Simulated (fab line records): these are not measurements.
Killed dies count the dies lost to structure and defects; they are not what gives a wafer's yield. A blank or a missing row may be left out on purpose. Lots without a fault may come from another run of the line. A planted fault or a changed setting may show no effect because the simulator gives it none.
Chamber matching    flow nand-harc    NHARC_A_CHANNEL_FILL_D1_CMP_10 on cmp-01: 4 sister chambers
The step polishes, target thk 150 nm. 4 wafers are shown with their chamber, then 9 later ones without.

## WAFERS WITH THEIR CHAMBER
wafer   chamber  motor-current-A (A)
L922.3  0        11.8
L924.1  2        10.9
L924.3  3        12.7
L924.6  1        11.6

## WAFERS WITHOUT THEIR CHAMBER
wafer   motor-current-A (A)
L927.2  11.4
L927.3  12.2
L927.4  11.5
L931.1  11.3
L931.5  12.1
L931.6  11.1
L935.2  11.9
L935.4  10.7
L935.6  11.7

## CHAMBER TAKEN BY EACH
wafer   from the rows above           in truth
L927.2  can't be placed: 1 or 0 or 2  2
L927.3  can't be placed: 0 or 3 or 1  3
L927.4  can't be placed: 1 or 0       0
L931.1  can't be placed: 1 or 2 or 0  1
L931.5  can't be placed: 0 or 1 or 3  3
L931.6  can't be placed: 2 or 1       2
L935.2  can't be placed: 0 or 1       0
L935.4  2                             2
L935.6  can't be placed: 1 or 0       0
Correct placement for 1 of the 9. Can't be placed from these rows: 8 (the true chamber is among the candidates in 8). Number placed wrongly: 0.
How it was worked out, from the rows above alone: a wafer's distance from a chamber is the root of the sum, over the readings, of the square of ((its reading less the chamber's mean) divided by the reading's scatter). The wafer belongs to the nearest chamber; if the next one is less than 2 further off, it can't be placed. Each chamber's mean is taken over the wafers shown for it. The scatter: root of mean squared gap, hidden wafer to nearest shown wafer, with one shown wafer a chamber.
